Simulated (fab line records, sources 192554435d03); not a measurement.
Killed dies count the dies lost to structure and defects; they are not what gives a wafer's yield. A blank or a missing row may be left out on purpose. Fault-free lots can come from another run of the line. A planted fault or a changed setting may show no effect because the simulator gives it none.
Matching of chambers || flow n5 finfet || N5_BEOL_M11_STRIP_36 on rie diel-04 has 4 sister chambers
The step strips in N2/H2. 20 wafers are shown with their chamber, then 10 later ones without.

WAFERS, EACH WITH ITS CHAMBER
{"wafer": "L075.2", "chamber": 3, "drypump motor current A (A)": 5.3, "throttle valve pct (%)": 23.96, "oes product au (a.u.)": 0.73}
{"wafer": "L075.3", "chamber": 0, "drypump motor current A (A)": 6.1, "throttle valve pct (%)": 23.37, "oes product au (a.u.)": 0.83}
{"wafer": "L075.5", "chamber": 0, "drypump motor current A (A)": 6.1, "throttle valve pct (%)": 23.37, "oes product au (a.u.)": 0.83}
{"wafer": "L077.1", "chamber": 1, "drypump motor current A (A)": 6.3, "throttle valve pct (%)": 23.30, "oes product au (a.u.)": 0.71}
{"wafer": "L077.2", "chamber": 3, "drypump motor current A (A)": 5.4, "throttle valve pct (%)": 23.94, "oes product au (a.u.)": 0.71}
{"wafer": "L077.5", "chamber": 1, "drypump motor current A (A)": 6.3, "throttle valve pct (%)": 23.34, "oes product au (a.u.)": 0.71}
{"wafer": "L081.2", "chamber": 3, "drypump motor current A (A)": 5.3, "throttle valve pct (%)": 23.93, "oes product au (a.u.)": 0.73}
{"wafer": "L081.5", "chamber": 3, "drypump motor current A (A)": 5.3, "throttle valve pct (%)": 23.95, "oes product au (a.u.)": 0.73}
{"wafer": "L081.6", "chamber": 0, "drypump motor current A (A)": 6.1, "throttle valve pct (%)": 23.38, "oes product au (a.u.)": 0.82}
{"wafer": "L082.1", "chamber": 2, "drypump motor current A (A)": 6.4, "throttle valve pct (%)": 23.64, "oes product au (a.u.)": 0.95}
{"wafer": "L082.5", "chamber": 0, "drypump motor current A (A)": 6.1, "throttle valve pct (%)": 23.39, "oes product au (a.u.)": 0.83}
{"wafer": "L082.6", "chamber": 3, "drypump motor current A (A)": 5.4, "throttle valve pct (%)": 23.93, "oes product au (a.u.)": 0.71}
{"wafer": "L083.1", "chamber": 3, "drypump motor current A (A)": 5.4, "throttle valve pct (%)": 23.98, "oes product au (a.u.)": 0.72}
{"wafer": "L083.3", "chamber": 1, "drypump motor current A (A)": 6.3, "throttle valve pct (%)": 23.33, "oes product au (a.u.)": 0.71}
{"wafer": "L083.4", "chamber": 2, "drypump motor current A (A)": 6.4, "throttle valve pct (%)": 23.69, "oes product au (a.u.)": 0.93}
{"wafer": "L090.2", "chamber": 3, "drypump motor current A (A)": 5.3, "throttle valve pct (%)": 24.01, "oes product au (a.u.)": 0.71}
{"wafer": "L090.4", "chamber": 2, "drypump motor current A (A)": 6.4, "throttle valve pct (%)": 23.65, "oes product au (a.u.)": 0.93}
{"wafer": "L090.6", "chamber": 2, "drypump motor current A (A)": 6.4, "throttle valve pct (%)": 23.68, "oes product au (a.u.)": 0.91}
{"wafer": "L087.1", "chamber": 1, "drypump motor current A (A)": 6.4, "throttle valve pct (%)": 23.32, "oes product au (a.u.)": 0.70}
{"wafer": "L087.4", "chamber": 0, "drypump motor current A (A)": 6.1, "throttle valve pct (%)": 23.38, "oes product au (a.u.)": 0.82}

SIGNATURES, as means of the wafers listed above
{"reading": "drypump motor current A", "chamber 0": 6.100, "chamber 1": 6.325, "chamber 2": 6.400, "chamber 3": 5.343, "scatter within a chamber": 0.0392}
{"reading": "throttle valve pct", "chamber 0": 23.3780, "chamber 1": 23.3225, "chamber 2": 23.6650, "chamber 3": 23.9571, "scatter within a chamber": 0.0224}
{"reading": "oes product au", "chamber 0": 0.8260, "chamber 1": 0.7075, "chamber 2": 0.9300, "chamber 3": 0.7200, "scatter within a chamber": 0.00998}
Rule: distance of a wafer from a chamber = root of the sum over the readings of ((wafer's reading minus chamber's mean) / reading's scatter) squared. The wafer belongs to the nearest chamber; if the next one is less than 2 further off, it can't be placed. The scatter: take each reading less its chamber's mean, square it, sum over the shown wafers, divide by the number of wafers less the number of chambers, and take the root.

WAFERS WITH NO CHAMBER GIVEN
{"wafer": "L087.5", "drypump motor current A (A)": 6.1, "throttle valve pct (%)": 23.42, "oes product au (a.u.)": 0.81}
{"wafer": "L089.1", "drypump motor current A (A)": 6.1, "throttle valve pct (%)": 23.40, "oes product au (a.u.)": 0.79}
{"wafer": "L089.3", "drypump motor current A (A)": 6.3, "throttle valve pct (%)": 23.37, "oes product au (a.u.)": 0.71}
{"wafer": "L089.5", "drypump motor current A (A)": 6.1, "throttle valve pct (%)": 23.41, "oes product au (a.u.)": 0.80}
{"wafer": "L092.4", "drypump motor current A (A)": 6.4, "throttle valve pct (%)": 23.34, "oes product au (a.u.)": 0.70}
{"wafer": "L092.5", "drypump motor current A (A)": 5.3, "throttle valve pct (%)": 24.00, "oes product au (a.u.)": 0.69}
{"wafer": "L092.6", "drypump motor current A (A)": 6.1, "throttle valve pct (%)": 23.42, "oes product au (a.u.)": 0.80}
{"wafer": "L094.2", "drypump motor current A (A)": 6.3, "throttle valve pct (%)": 23.35, "oes product au (a.u.)": 0.71}
{"wafer": "L094.4", "drypump motor current A (A)": 5.3, "throttle valve pct (%)": 23.98, "oes product au (a.u.)": 0.71}
{"wafer": "L094.6", "drypump motor current A (A)": 6.3, "throttle valve pct (%)": 23.37, "oes product au (a.u.)": 0.70}

WHICH CHAMBER EACH ONE RAN IN
{"wafer": "L087.5", "from the rows above": 0, "in truth": 0}
{"wafer": "L089.1", "from the rows above": 0, "in truth": 0}
{"wafer": "L089.3", "from the rows above": 1, "in truth": 1}
{"wafer": "L089.5", "from the rows above": 0, "in truth": 0}
{"wafer": "L092.4", "from the rows above": 1, "in truth": 1}
{"wafer": "L092.5", "from the rows above": 3, "in truth": 3}
{"wafer": "L092.6", "from the rows above": 0, "in truth": 0}
{"wafer": "L094.2", "from the rows above": 1, "in truth": 1}
{"wafer": "L094.4", "from the rows above": 3, "in truth": 3}
{"wafer": "L094.6", "from the rows above": 1, "in truth": 1}
10 of 10 placed correctly. Number that these rows cannot place: 0. Placed wrongly: 0.
